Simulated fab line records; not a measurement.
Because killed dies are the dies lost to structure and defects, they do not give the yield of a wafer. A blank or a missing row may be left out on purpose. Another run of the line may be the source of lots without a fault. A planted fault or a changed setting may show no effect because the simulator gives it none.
fab line records	flow nand-harc
record lots=13	wafers=39	last-day=33
route steps=1302 shown A_CHANNEL_FILL_D2@612 A_STAIRCASE@639 END@1302
lots that met no fault: from a run of the same line without faults
start-h: hours from the record's opening day to when the first of the lot's shown wafers began	wait-h: hours from the lot's prior step to this one	" as in the row above	L1.1+2: a single row standing in for several wafers	- either no value or no given start	* or withheld: withheld	< > ~ a bound
route shown NAME@n: names a module that has steps shown in the file, with the first one's number in the route	usual: mean/standard deviation taken from wafers without a fault	same: alike in all rows	chamber/n: place in a boat	sites: per-site readings	_std_site: standard deviation of those values	_edge_site: outer sites' mean less inner sites'	radius-mm: for every site, how far away it sits from the centre of the wafer	mask NAME#n: copy n	behind: the last tool/chamber to shape the wafer	hold: the reason the lot was held/the length of the hold in hours/how it ended	device: names the non-switching transistor (n, p or np)	end of line: the route-end tests of the same wafers	a step with no rows: only its recipe	killed: the dies lost at the first sort to structure and to defects; this is not the yield of the wafer	map: per-die view of a wafer (x killed, . not killed, _ where there is no die)
set.NAME: the run value of the setting; set.NAME@STEP: its run value at that earlier step	model.NAME: the simulator's own value behind a step, which no gauge read
steps of the route over a sample of lots; a table a step, a row a wafer
services: when a tool's chamber went out of use (start-h, in hours from the record's first day, below 0 if earlier), for how many hours, and the reason
## steps
# step NHARC_A_CHANNEL_FILL_D2_ALD_02
# recipe target-thk-a=60	pulse-time-s=10	ald-cycles=60	temp-c=300	material=SiO2
# usual heater-power-w=483/33	precursor-pulse-height-rel=1.000/0.019
lot.wafer	tool	chamber	start-h	wait-h	heater-power-w	precursor-pulse-height-rel
L963.2	ald-hk-02	0	305.69	-	467	1.003
L963.6	"	0	"	"	459	0.968
L963.5	"	1	"	"	545	0.995
L962.3	ald-hk-02	3	306.32	-	504	1.007
L962.2	"	0	"	"	466	0.982
L962.6	"	1	"	"	553	1.006
L965.2	ald-hk-04	1	340.87	-	507	1.024
L965.6	"	0	"	"	510	1.010
L965.5	"	1	"	"	509	1.019
L966.2	ald-hk-02	3	345.03	-	510	1.016
L966.6	"	1	"	"	556	0.987
L966.5	"	2	"	"	443	1.025
L970.1	ald-hk-03	0	371.14	-	461	1.012
L970.4	"	2	"	"	524	1.016
L970.5	"	3	"	"	446	1.027
L969.3	ald-hk-03	2	371.83	-	519	0.985
L969.2	"	3	"	"	444	1.031
L969.5	"	0	"	"	473	0.990
L973.1	ald-hk-03	0	415.61	-	498	1.011
L973.3	"	2	"	"	481	0.985
L973.2	"	3	"	"	420	0.992
L975.2	ald-hk-03	2	445.11	-	479	1.012
L975.6	"	0	"	"	478	0.991
L975.5	"	1	"	"	506	1.008
L977.1	ald-hk-02	2	454.60	-	481	1.030
L977.3	"	1	"	"	523	1.015
L977.5	"	2	"	"	460	1.015
L980.1	ald-hk-04	0	476.20	-	481	1.061
L980.6	"	0	"	"	483	0.990
L980.5	"	1	"	"	499	1.006
L981.1	ald-hk-04	1	496.94	-	510	1.027
L981.3	"	2	"	"	515	1.020
L981.6	"	2	"	"	520	1.043
L984.4	ald-hk-04	3	514.76	-	426	1.004
L984.3	"	1	"	"	503	1.002
L984.5	"	3	"	"	439	1.033
L983.3	ald-hk-03	0	523.81	-	494	1.019
L983.1	"	1	"	"	525	0.983
L983.2	"	2	"	"	472	1.016
# step NHARC_A_CHANNEL_FILL_D2_RTA_24
# recipe temp-c=1000	time-s=5
# usual lamp-power-pct=30.2/0.7	lamp_zone_2_pct=30.2/0.7	lamp_zone_3_pct=30.2/0.7	lamp_zone_6_pct=30.2/0.7	wafer_temp_C_max=1003.5/0.8
# same time-s=5
lot.wafer	tool	chamber	start-h	wait-h	lamp-power-pct	lamp_zone_2_pct	lamp_zone_3_pct	lamp_zone_6_pct	wafer_temp_C_max
L963.2	rtp-anneal-02	0	353.71	0.1	29.5	29.6	29.5	29.5	1004.7
L963.5	"	0	"	"	29.6	29.5	29.5	29.5	1003.0
L963.6	"	0	"	"	29.5	29.6	29.6	29.5	1003.1
L962.2	rtp-anneal-02	0	357.34	0.1	29.5	29.6	29.5	29.5	1003.5
L962.3	"	0	"	"	29.5	29.5	29.5	29.5	1003.6
L962.6	"	0	"	"	29.5	29.5	29.6	29.4	1003.6
L965.2	rtp-anneal-01	0	390.63	0.1	30.9	30.9	31.0	30.9	1003.9
L965.5	"	0	"	"	31.0	31.0	30.9	30.9	1002.9
L965.6	"	0	"	"	31.0	30.9	31.0	30.8	1003.7
L966.2	rtp-anneal-01	0	395.63	0.1	31.0	30.9	30.9	30.8	1003.7
L966.5	"	0	"	"	30.9	31.0	30.9	30.8	1005.6
L966.6	"	0	"	"	30.9	31.0	30.9	30.9	1003.8
L966.2	rtp-anneal-01	0	396.01	0.3	30.9	30.9	31.0	30.9	1003.6
L966.5	"	0	"	"	31.0	31.0	31.0	30.9	1003.4
L966.6	"	0	"	"	30.9	30.9	30.9	30.9	1003.2
L970.1	rtp-anneal-02	0	420.31	0.0	29.5	29.5	29.6	29.5	1003.4
L970.4	"	0	"	"	29.5	29.5	29.5	29.5	1003.0
L970.5	"	0	"	"	29.5	29.5	29.5	29.4	1003.9
L969.2	rtp-anneal-02	0	420.51	0.2	29.5	29.5	29.5	29.5	1002.0
L969.3	"	0	"	"	29.5	29.5	29.5	29.4	1001.8
L969.5	"	0	"	"	29.5	29.5	29.5	29.5	1003.2
L969.2	rtp-anneal-02	0	420.88	0.3	29.5	29.5	29.5	29.4	1003.2
L969.3	"	0	"	"	29.5	29.5	29.5	29.5	1003.0
L969.5	"	0	"	"	29.5	29.6	29.4	29.5	1003.5
L973.1	rtp-anneal-01	0	463.66	0.0	30.9	30.9	30.9	30.9	1003.8
L973.2	"	0	"	"	31.0	30.9	31.0	30.9	1004.1
L973.3	"	0	"	"	30.9	30.9	30.9	30.8	1002.8
L975.2	rtp-anneal-02	0	492.03	0.1	29.5	29.5	29.5	29.5	1003.0
L975.5	"	0	"	"	29.6	29.5	29.5	29.5	1003.4
L975.6	"	0	"	"	29.6	29.5	29.5	29.5	1003.4
L977.1	rtp-anneal-01	0	502.06	0.0	30.9	30.9	30.9	30.9	1003.5
L977.3	"	0	"	"	30.9	30.9	31.0	30.9	1002.9
L977.5	"	0	"	"	30.9	30.9	31.0	30.8	1003.3
L980.1	rtp-anneal-02	0	522.39	0.0	29.5	29.6	29.6	29.5	1003.1
L980.5	"	0	"	"	29.5	29.5	29.5	29.5	1003.1
L980.6	"	0	"	"	29.6	29.5	29.6	29.5	1001.3
L981.1	rtp-anneal-01	0	544.52	0.0	30.9	30.9	30.9	30.9	1003.9
L981.3	"	0	"	"	30.9	30.9	30.9	30.8	1002.9
L981.6	"	0	"	"	30.9	31.0	30.9	30.8	1004.3
L984.3	rtp-anneal-02	0	564.98	0.1	29.6	29.5	29.5	29.5	1003.3
L984.4	"	0	"	"	29.5	29.5	29.6	29.5	1004.2
L984.5	"	0	"	"	29.5	29.6	29.6	29.5	1003.7
L983.1	rtp-anneal-01	0	573.29	0.1	30.9	30.9	30.9	30.9	1003.8
L983.2	"	0	"	"	31.0	31.0	30.9	30.9	1003.9
L983.3	"	0	"	"	30.9	30.9	30.9	30.8	1004.1
# step NHARC_A_STAIRCASE_DEP_156
# recipe target-thk-a=500	temp-c=400	target-thk-nm=50	flow-sccm=200	rf-w=450	material=SiNx
# usual heater-power-w=744/74
lot.wafer	tool	chamber	start-h	wait-h	heater-power-w
L963.2	pecvd-03	2	353.98	0.1	760
L963.6	"	1	"	"	751
L963.5	"	2	"	"	739
L962.2	pecvd-03	0	357.60	0.1	664
L962.3	"	1	"	"	807
L962.6	"	1	"	"	794
L965.2	pecvd-03	1	390.93	0.1	693
L965.5	"	2	"	"	726
L965.6	"	0	"	"	714
L966.2	pecvd-03	0	396.30	0.1	792
L966.6	"	1	"	"	790
L966.5	"	2	"	"	724
L970.1	pecvd-03	2	420.83	0.3	796
L970.5	"	2	"	"	823
L970.4	"	0	"	"	837
L969.3	pecvd-04	1	421.50	0.5	730
L969.2	"	2	"	"	619
L969.5	"	1	"	"	720
L973.2	pecvd-04	1	463.93	0.1	668
L973.3	"	2	"	"	594
L973.1	"	0	"	"	874
L975.2	pecvd-03	1	492.32	0.1	716
L975.5	"	0	"	"	721
L975.6	"	1	"	"	711
L977.1	pecvd-02	1	502.32	0.1	728
L977.3	"	2	"	"	746
L977.5	"	0	"	"	565
L980.1	pecvd-03	2	522.69	0.1	815
L980.5	"	2	"	"	831
L980.6	"	0	"	"	725
L981.3	pecvd-02	2	544.78	0.1	770
L981.1	"	1	"	"	807
L981.6	"	1	"	"	797
L984.3	pecvd-02	0	565.22	0.1	691
L984.4	"	2	"	"	793
L984.5	"	1	"	"	726
L983.2	pecvd-02	0	573.56	0.1	608
L983.1	"	1	"	"	735
L983.3	"	2	"	"	739
# step NHARC_A_STAIRCASE_DESCUM_168
# recipe time-s=3	o2-flow-sccm=200	ar-flow-sccm=0	bias-power-w=0	chemistry=O2
# usual drypump-motor-current-A=5.8/0.41	oes-product-au=1.000/0.009	rf-vpp-V=57.6/0.95	showerhead-plenum-p-Torr=1.88/0.085	throttle-valve-pct=11.311/0.0086
# same time-s=3
lot.wafer	tool	chamber	start-h	wait-h	drypump-motor-current-A	oes-product-au	rf-hours-counter-h	rf-vpp-V	showerhead-plenum-p-Torr	throttle-valve-pct
L963.2	rie-diel-09	1	354.96	-	5.2	1.005	8	56.8	1.86	11.309
L963.5	"	2	"	"	6.0	1.004	-	58.0	1.91	11.310
L963.6	"	0	"	"	6.3	1.008	-	57.5	1.86	11.301
L962.3	rie-diel-09	0	358.44	-	6.3	0.997	11	58.9	1.86	11.308
L962.2	"	1	"	"	5.3	0.997	9	57.4	1.86	11.295
L962.6	"	1	"	"	5.2	0.999	-	56.6	1.86	11.306
L965.2	rie-diel-05	0	391.88	-	5.8	0.987	43	57.9	1.80	11.304
L965.5	"	3	"	"	5.9	0.984	-	59.3	1.97	11.318
L965.6	"	0	"	"	5.8	0.989	-	57.3	1.80	11.305
L966.2	rie-diel-05	2	397.11	-	6.1	1.011	44	59.3	2.04	11.328
L966.5	"	0	"	"	5.8	1.003	-	58.5	1.80	11.307
L966.6	"	1	"	"	6.0	0.999	-	56.4	1.81	11.317
L970.4	rie-diel-09	0	421.79	-	6.3	1.013	38	58.0	1.85	11.328
L970.1	"	1	"	"	5.3	0.995	34	58.5	1.86	11.313
L970.5	"	2	"	"	6.0	0.998	-	57.9	1.90	11.302
L969.3	rie-diel-09	0	422.36	-	6.2	1.006	38	56.7	1.85	11.325
L969.2	"	2	"	"	6.0	1.004	32	57.9	1.90	11.308
L969.5	"	0	"	"	6.3	1.012	-	58.1	1.85	11.314
L973.3	rie-diel-05	3	464.92	-	5.8	0.988	15	57.4	1.96	11.310
L973.2	"	0	"	"	5.8	1.001	14	57.3	1.79	11.296
L973.1	"	2	"	"	6.1	1.005	2	58.6	2.04	11.314
L975.2	rie-diel-02	1	493.41	-	5.9	0.989	30	58.4	1.85	11.317
L975.5	"	1	"	"	5.9	0.986	-	57.7	1.85	11.295
L975.6	"	2	"	"	5.1	0.996	-	56.2	1.77	11.288
L977.1	rie-diel-02	0	503.29	-	6.2	0.996	31	57.8	1.79	11.298
L977.3	"	1	"	"	6.0	1.001	31	58.5	1.85	11.308
L977.5	"	1	"	"	5.9	0.990	-	56.8	1.85	11.310
L980.1	rie-diel-05	1	523.96	-	6.0	0.999	35	57.9	1.80	11.302
L980.6	"	1	"	"	6.1	0.992	-	57.6	1.80	11.321
L980.5	"	2	"	"	6.1	1.007	-	57.5	2.03	11.322
L981.3	rie-diel-02	1	545.77	-	5.9	0.982	50	58.8	1.84	11.303
L981.1	"	3	"	"	5.9	0.995	47	57.5	2.04	11.297
L981.6	"	0	"	"	6.2	1.001	-	58.6	1.79	11.305
L984.4	rie-diel-05	3	566.29	-	5.9	0.984	41	58.0	1.95	11.318
L984.3	"	0	"	"	5.8	1.004	47	55.2	1.78	11.301
L984.5	"	1	"	"	6.0	0.997	-	56.7	1.80	11.307
L983.3	rie-diel-05	2	574.42	-	6.1	1.008	32	58.4	2.03	11.312
L983.2	"	3	"	"	5.8	0.988	44	57.7	1.95	11.301
L983.1	"	1	"	"	6.1	0.994	47	57.5	1.80	11.303
# step NHARC_END_SORT_01
# recipe temp-c=25
# usual killed-at-array=54/18	killed-at-other=0.7/0.87	killed-at-periphery=3.7/2.5	killed-dies=59/19	killed-open=3.3/2	killed-short=2.6/1.6
# same gross-dies=677
lot.wafer	tool	chamber	start-h	wait-h	killed-at-array	killed-at-other	killed-at-periphery	killed-dies	killed-open	killed-short
L962.2	prober-01	0	624.96	2.8	75	1	8	84	3	6
L962.3	prober-01	0	625.76	3.1	65	0	3	68	2	4
L962.6	prober-01	0	628.15	4.0	81	0	5	86	3	0
L963.2	prober-02	0	630.47	2.8	51	2	1	54	7	3
L963.5	prober-02	0	632.87	3.7	46	0	2	48	1	2
L963.6	prober-02	0	633.67	4.0	41	1	2	44	5	4
L965.2	prober-01	0	632.73	2.8	41	1	2	44	5	1
L965.5	prober-01	0	635.12	3.7	41	0	1	42	0	1
L965.6	prober-01	0	635.91	4.0	66	1	1	68	2	4
L966.2	prober-01	0	640.52	2.8	38	0	3	41	1	4
L966.5	prober-01	0	642.93	3.7	46	0	3	49	5	1
L966.6	prober-01	0	643.73	4.0	64	1	3	68	7	4
L970.1	prober-01	0	657.62	2.5	81	0	4	85	3	3
L970.4	prober-01	0	660.05	3.4	76	2	0	78	1	3
L970.5	prober-01	0	660.85	3.7	76	2	4	82	3	5
L973.1	prober-02	0	689.86	4.4	23	1	2	26	4	4
L973.2	prober-02	0	690.68	4.8	20	0	2	22	3	4
L973.3	prober-02	0	691.50	5.1	22	1	1	24	3	1
L975.2	prober-02	0	700.97	2.8	53	1	4	58	3	4
L975.5	prober-02	0	703.38	3.7	58	3	1	62	1	4
L975.6	prober-02	0	704.18	4.0	51	3	1	55	1	0
L977.1	prober-02	0	716.90	2.5	52	0	5	57	5	5
L977.3	prober-02	0	718.55	3.1	46	0	3	49	3	2
L977.5	prober-02	0	720.19	3.8	43	0	6	49	6	0
L980.1	prober-02	0	733.44	2.5	72	1	4	77	4	4
L980.5	prober-02	0	736.67	3.7	62	0	4	66	1	3
L980.6	prober-02	0	737.48	4.0	66	0	1	67	3	3
L981.1	prober-01	0	741.69	2.5	81	0	2	83	4	1
L981.3	prober-01	0	743.30	3.1	72	0	2	74	3	0
L981.6	prober-01	0	745.72	4.0	92	0	5	97	6	4
L984.3	prober-01	0	780.81	3.1	32	0	3	35	4	6
L984.4	prober-01	0	781.60	3.4	22	0	4	26	2	2
L984.5	prober-01	0	782.39	3.7	30	0	0	30	2	2
L983.1	prober-02	0	789.12	2.5	45	3	7	55	3	1
L983.2	prober-02	0	789.92	2.8	52	1	2	55	5	2
L983.3	prober-02	0	790.72	3.1	58	0	7	65	4	1
# killed by level:class
L962.2 A_SLIT:chamber-film-flake=29 A_CHANNEL_HOLE_D2:chamber-film-flake=27 P_CONTACT:chamber-film-flake=5 A_CHANNEL_FILL_D2:chamber-film-flake=3 A_STAIRCASE:chamber-film-flake=3 A_BONDPAD:chamber-film-flake=3 P_STI:geometric-particle:open=1 P_STI:geometric-particle:short=1
L962.3 A_SLIT:chamber-film-flake=31 A_CHANNEL_HOLE_D2:chamber-film-flake=19 A_CONTACT:chamber-film-flake=4 A_SOURCE_PLATE:geometric-particle:open=2 P_CONTACT:chamber-film-flake=2 A_CHANNEL_HOLE_D1:chamber-film-flake=2 A_STAIRCASE:chamber-film-flake=2 A_BONDPAD:chamber-film-flake=2
L962.6 A_CHANNEL_HOLE_D2:chamber-film-flake=38 A_SLIT:chamber-film-flake=24 P_CONTACT:chamber-film-flake=5 A_CONTACT:chamber-film-flake=5 A_CHANNEL_FILL_D2:chamber-film-flake=3 A_ZERO_WELL:chamber-film-flake=2 A_STAIRCASE:chamber-film-flake=2 A_SGD_CUT:chamber-film-flake=2
L963.2 A_CHANNEL_HOLE_D1:chamber-film-flake=31 A_CHANNEL_HOLE_D2:chamber-film-flake=3 A_CHANNEL_HOLE_D1:geometric-particle:open=2 A_SGD_CUT:geometric-particle:open=2 A_M0:geometric-particle:open=2 A_CHANNEL_FILL_D2:chamber-film-flake=2 A_SLIT:chamber-film-flake=2 A_WL_FILL:chamber-film-flake=2
L965.2 A_CHANNEL_HOLE_D1:chamber-film-flake=18 A_CHANNEL_HOLE_D2:chamber-film-flake=17 P_CONTACT:geometric-particle:open=2 A_ONON_D2:geometric-particle:short=1 A_WL_FILL:geometric-particle:open=1 A_M0:geometric-particle:open=1 STARTING-WAFER:geometric-particle:open=1 A_CHANNEL_FILL_D2:chamber-film-flake=1
L963.5 A_CHANNEL_HOLE_D1:chamber-film-flake=26 A_CHANNEL_HOLE_D2:chamber-film-flake=9 A_WL_FILL:chamber-film-flake=6 A_STAIRCASE:chamber-film-flake=2 A_CHANNEL_FILL_D1:geometric-particle:short=1 A_DECK1_JOINT:geometric-particle:short=1 A_CHANNEL_FILL_D2:geometric-particle:open=1 P_GATE:chamber-film-flake=1
L963.6 A_CHANNEL_HOLE_D1:chamber-film-flake=22 A_CHANNEL_HOLE_D2:chamber-film-flake=5 A_STAIRCASE:chamber-film-flake=3 A_WL_FILL:geometric-particle:short=2 A_CONTACT:chamber-film-flake=2 A_ONON_D1:geometric-particle:open=1 A_DECK1_JOINT:geometric-particle:open=1 A_DECK1_JOINT:geometric-particle:short=1
L965.5 A_CHANNEL_HOLE_D2:chamber-film-flake=20 A_CHANNEL_HOLE_D1:chamber-film-flake=15 A_CONTACT:chamber-film-flake=2 A_ONON_D2:geometric-particle:short=1 P_GATE:chamber-film-flake=1 A_CHANNEL_FILL_D1:chamber-film-flake=1 A_STAIRCASE:chamber-film-flake=1 A_M1:chamber-film-flake=1
L965.6 A_CHANNEL_HOLE_D1:chamber-film-flake=33 A_CHANNEL_HOLE_D2:chamber-film-flake=25 A_CONTACT:chamber-film-flake=4 P_M0:geometric-particle:open=1 A_CHANNEL_HOLE_D1:geometric-particle:short=1 A_DECK1_JOINT:geometric-particle:short=1 A_SGD_CUT:geometric-particle:short=1 A_M0:geometric-particle:open=1
L966.2 A_SLIT:chamber-film-flake=13 A_CHANNEL_HOLE_D2:chamber-film-flake=8 A_CHANNEL_HOLE_D1:chamber-film-flake=5 A_CONTACT:chamber-film-flake=5 A_STAIRCASE:chamber-film-flake=4 P_STI:geometric-particle:short=1 P_CONTACT:geometric-particle:open=1 P_M1:geometric-particle:short=1
L966.5 A_SLIT:chamber-film-flake=18 A_CHANNEL_HOLE_D2:chamber-film-flake=12 A_CONTACT:chamber-film-flake=8 A_ZERO_WELL:chamber-film-flake=3 A_CHANNEL_HOLE_D1:chamber-film-flake=2 P_CONTACT:geometric-particle:short=1 P_CONTACT:geometric-particle:open=1 P_BONDPAD:geometric-particle:open=1
L966.6 A_SLIT:chamber-film-flake=31 A_CONTACT:chamber-film-flake=9 A_STAIRCASE:chamber-film-flake=8 A_CHANNEL_HOLE_D2:chamber-film-flake=5 A_CHANNEL_FILL_D1:geometric-particle:open=2 A_ZERO_WELL:chamber-film-flake=2 P_M0:geometric-particle:open=1 P_M1:geometric-particle:short=1
L970.1 A_CHANNEL_HOLE_D2:chamber-film-flake=36 A_CHANNEL_HOLE_D1:chamber-film-flake=30 A_WL_FILL:chamber-film-flake=3 A_CHANNEL_FILL_D2:geometric-particle:short=2 A_ZERO_WELL:chamber-film-flake=2 A_SLIT:chamber-film-flake=2 P_CONTACT:geometric-particle:short=1 P_M0:geometric-particle:open=1
L970.4 A_CHANNEL_HOLE_D1:chamber-film-flake=39 A_CHANNEL_HOLE_D2:chamber-film-flake=27 THIN_TSV:chamber-film-flake=2 A_STAIRCASE:chamber-film-flake=2 A_CONTACT:chamber-film-flake=2 A_DECK1_JOINT:geometric-particle:short=1 A_WL_FILL:geometric-particle:short=1 A_WL_FILL:geometric-particle:open=1
L970.5 A_CHANNEL_HOLE_D2:chamber-film-flake=38 A_CHANNEL_HOLE_D1:chamber-film-flake=26 P_ZERO_WELL:chamber-film-flake=2 A_BLC:chamber-film-flake=2 P_M0:geometric-particle:short=1 A_ONON_D1:geometric-particle:open=1 A_CHANNEL_HOLE_D2:geometric-particle:open=1 A_CHANNEL_FILL_D2:geometric-particle:short=1
L973.1 A_CHANNEL_HOLE_D1:chamber-film-flake=5 A_SLIT:chamber-film-flake=4 A_CONTACT:chamber-film-flake=4 A_CHANNEL_FILL_D1:geometric-particle:short=2 A_DECK1_JOINT:chamber-film-flake=2 P_CONTACT:geometric-particle:open=1 A_SOURCE_PLATE:geometric-particle:open=1 A_ONON_D1:geometric-particle:short=1
L973.2 A_CHANNEL_HOLE_D1:chamber-film-flake=3 A_CONTACT:chamber-film-flake=3 A_ONON_D2:geometric-particle:open=2 A_CHANNEL_FILL_D2:geometric-particle:short=2 A_DECK1_JOINT:chamber-film-flake=2 A_CHANNEL_FILL_D2:chamber-film-flake=2 A_SLIT:chamber-film-flake=2 P_GATE:geometric-particle:short=1
L973.3 A_CHANNEL_HOLE_D1:chamber-film-flake=6 A_CONTACT:chamber-film-flake=5 A_SLIT:chamber-film-flake=3 A_CHANNEL_FILL_D2:chamber-film-flake=2 A_DECK1_JOINT:geometric-particle:open=1 A_ONON_D2:geometric-particle:open=1 A_SGD_CUT:geometric-particle:short=1 A_CONTACT:geometric-particle:open=1
L975.2 A_SLIT:chamber-film-flake=25 A_CONTACT:chamber-film-flake=9 A_CHANNEL_HOLE_D1:chamber-film-flake=8 P_GATE:geometric-particle:open=1 A_ONON_D1:geometric-particle:short=1 A_CHANNEL_FILL_D1:geometric-particle:short=1 A_ONON_D2:geometric-particle:open=1 A_WL_FILL:geometric-particle:short=1
L975.5 A_SLIT:chamber-film-flake=29 A_CHANNEL_HOLE_D1:chamber-film-flake=12 A_CONTACT:chamber-film-flake=6 A_ONON_D2:geometric-particle:short=2 A_CHANNEL_FILL_D1:chamber-film-flake=2 A_M0:chamber-film-flake=2 HYBRID_BOND:chamber-film-flake=2 A_CHANNEL_FILL_D2:geometric-particle:open=1
L975.6 A_SLIT:chamber-film-flake=28 A_CONTACT:chamber-film-flake=8 A_CHANNEL_HOLE_D1:chamber-film-flake=7 A_STAIRCASE:chamber-film-flake=3 HYBRID_BOND:chamber-film-flake=2 A_CONTACT:geometric-particle:open=1 P_GATE:chamber-film-flake=1 A_DECK1_JOINT:chamber-film-flake=1
L977.1 A_SLIT:chamber-film-flake=24 A_STAIRCASE:chamber-film-flake=8 A_CHANNEL_HOLE_D1:chamber-film-flake=6 A_BLC:chamber-film-flake=3 P_M0:geometric-particle:open=2 A_DECK1_JOINT:chamber-film-flake=2 A_CONTACT:chamber-film-flake=2 P_STI:geometric-particle:short=1
L977.3 A_SLIT:chamber-film-flake=29 A_CHANNEL_HOLE_D1:chamber-film-flake=5 A_BLC:chamber-film-flake=5 A_CONTACT:chamber-film-flake=2 P_M0:geometric-particle:open=1 A_ONON_D1:geometric-particle:short=1 A_ONON_D2:geometric-particle:open=1 A_ONON_D2:geometric-particle:short=1
L977.5 A_SLIT:chamber-film-flake=25 A_CHANNEL_HOLE_D1:chamber-film-flake=7 A_STAIRCASE:chamber-film-flake=3 A_CHANNEL_FILL_D2:geometric-particle:open=2 P_BONDPAD:chamber-film-flake=2 A_BLC:chamber-film-flake=2 P_M0:geometric-particle:open=1 A_CHANNEL_FILL_D1:geometric-particle:open=1
L980.1 A_CHANNEL_HOLE_D2:chamber-film-flake=25 A_SLIT:chamber-film-flake=24 A_CHANNEL_HOLE_D1:chamber-film-flake=8 A_WL_FILL:chamber-film-flake=4 A_M0:geometric-particle:open=2 A_CONTACT:chamber-film-flake=2 A_DECK1_JOINT:geometric-particle:short=1 A_ONON_D2:geometric-particle:open=1
L980.5 A_SLIT:chamber-film-flake=25 A_CHANNEL_HOLE_D2:chamber-film-flake=13 A_CHANNEL_HOLE_D1:chamber-film-flake=10 A_CONTACT:chamber-film-flake=6 A_WL_FILL:chamber-film-flake=3 A_STAIRCASE:chamber-film-flake=2 P_BONDPAD:geometric-particle:short=1 A_ONON_D2:geometric-particle:short=1
L980.6 A_SLIT:chamber-film-flake=29 A_CHANNEL_HOLE_D2:chamber-film-flake=16 A_CHANNEL_HOLE_D1:chamber-film-flake=10 A_CONTACT:chamber-film-flake=4 A_CHANNEL_FILL_D2:chamber-film-flake=2 P_M0:geometric-particle:open=1 A_ONON_D1:geometric-particle:short=1 A_CHANNEL_HOLE_D1:geometric-particle:short=1
L981.1 A_SLIT:chamber-film-flake=36 A_CHANNEL_HOLE_D1:chamber-film-flake=22 A_CONTACT:chamber-film-flake=12 A_STAIRCASE:chamber-film-flake=4 A_ONON_D2:geometric-particle:open=2 A_CHANNEL_FILL_D1:geometric-particle:open=1 A_DECK1_JOINT:geometric-particle:open=1 A_M1:geometric-particle:short=1
L981.3 A_SLIT:chamber-film-flake=30 A_CHANNEL_HOLE_D1:chamber-film-flake=28 A_CONTACT:chamber-film-flake=7 A_CHANNEL_FILL_D2:chamber-film-flake=3 P_M1:geometric-particle:open=1 A_CHANNEL_HOLE_D1:geometric-particle:open=1 A_DECK1_JOINT:geometric-particle:open=1 P_STI:chamber-film-flake=1
L981.6 A_CHANNEL_HOLE_D1:chamber-film-flake=34 A_SLIT:chamber-film-flake=30 A_CONTACT:chamber-film-flake=12 A_CHANNEL_FILL_D2:geometric-particle:open=3 P_GATE:chamber-film-flake=2 P_CONTACT:chamber-film-flake=2 A_CHANNEL_FILL_D1:chamber-film-flake=2 A_STAIRCASE:chamber-film-flake=2
L984.3 A_CONTACT:chamber-film-flake=12 A_SLIT:chamber-film-flake=6 A_STAIRCASE:chamber-film-flake=3 P_CONTACT:geometric-particle:short=2 A_DECK1_JOINT:geometric-particle:short=2 A_WL_FILL:chamber-film-flake=2 P_M0:geometric-particle:open=1 A_ONON_D1:geometric-particle:short=1
L984.4 A_CONTACT:chamber-film-flake=11 A_SLIT:chamber-film-flake=6 P_GATE:chamber-film-flake=2 P_STI:geometric-particle:open=1 P_M0:geometric-particle:short=1 A_CONTACT:geometric-particle:open=1 A_M1:geometric-particle:short=1 A_CHANNEL_HOLE_D1:chamber-film-flake=1
L984.5 A_CONTACT:chamber-film-flake=9 A_SLIT:chamber-film-flake=6 A_CHANNEL_HOLE_D1:chamber-film-flake=3 A_STAIRCASE:chamber-film-flake=3 A_CHANNEL_FILL_D1:geometric-particle:short=1 A_DECK1_JOINT:geometric-particle:open=1 A_ONON_D2:geometric-particle:open=1 A_CONTACT:geometric-particle:short=1
L983.1 A_CHANNEL_HOLE_D1:chamber-film-flake=12 A_SLIT:chamber-film-flake=9 A_CONTACT:chamber-film-flake=9 A_STAIRCASE:chamber-film-flake=4 P_ZERO_WELL:chamber-film-flake=3 A_WL_FILL:chamber-film-flake=3 A_CHANNEL_FILL_D1:chamber-film-flake=2 A_CHANNEL_HOLE_D2:chamber-film-flake=2
L983.2 A_CHANNEL_HOLE_D1:chamber-film-flake=17 A_CONTACT:chamber-film-flake=9 A_STAIRCASE:chamber-film-flake=6 A_SLIT:chamber-film-flake=6 A_WL_FILL:chamber-film-flake=4 A_ONON_D2:geometric-particle:open=3 A_CHANNEL_FILL_D2:geometric-particle:short=2 A_SGD_CUT:chamber-film-flake=2
L983.3 A_CHANNEL_HOLE_D1:chamber-film-flake=16 A_SLIT:chamber-film-flake=10 A_CONTACT:chamber-film-flake=6 P_BONDPAD:chamber-film-flake=5 A_CHANNEL_FILL_D1:chamber-film-flake=5 A_WL_FILL:chamber-film-flake=5 A_SGD_CUT:chamber-film-flake=4 A_CHANNEL_HOLE_D2:chamber-film-flake=3
## services
tool	chamber	start-h	hours	kind
pecvd-03	-	295.93	0.4	repair
rie-diel-05	0	296.74	6.2	repair
pecvd-02	1	311.91	15.5	repair
ald-hk-02	-	314.64	0.2	repair
rie-diel-09	-	320.82	9.0	pm
rie-diel-09	1	343.38	2.4	repair
rie-diel-09	3	352.38	8.4	repair
pecvd-03	-	366.00	13.0	pm
rtp-anneal-01	-	372.00	12.0	pm
rie-diel-02	3	388.56	5.6	repair
ald-hk-03	-	390.31	10.0	pm
ald-hk-04	-	402.82	2.4	repair
rie-diel-05	-	406.76	9.0	pm
pecvd-02	-	408.00	13.0	pm
ald-hk-04	-	433.32	10.0	pm
pecvd-03	-	463.99	0.5	repair
pecvd-02	-	474.54	1.3	repair
rie-diel-09	-	497.82	9.0	pm
pecvd-02	1	506.19	2.2	repair
ald-hk-02	-	525.34	0.4	repair
ald-hk-02	-	531.11	10.0	pm
pecvd-03	-	547.00	13.0	pm
pecvd-02	2	565.82	2.4	repair
rie-diel-09	2	574.03	11.1	repair
## key
first-sign step=NHARC_A_CHANNEL_FILL_D2_RTA_24	reading=visit	direction=added
effect none on later readings
met-at NHARC_A_CHANNEL_FILL_D2_RTA_24
struck-lots L966,L969
sort-left-out L969.2,L969.3,L969.5
tester-left-out L966,L969
not-acting-at NHARC_A_CHANNEL_FILL_D2_ALD_02,NHARC_A_STAIRCASE_DEP_156,NHARC_A_STAIRCASE_DESCUM_168
fault kind=repeated-step-whole	tool=rtp-anneal-01,rtp-anneal-02	chamber=-	onset-h=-	steps=NHARC_A_CHANNEL_FILL_D2_RTA_24	times=1	scope=struck-lots-only
# tester-left-out: of these lots the tester's yield and bins aren't shown, on N5 and GAA mostly nor the transistor test; their killed dies are dies lost to structure and defects alone, not to doping, threshold or leakage, so they don't give the yield
# sort-left-out: the simulated sort isn't trusted on such a fault, so these wafers' sort isn't shown, and their yield isn't known
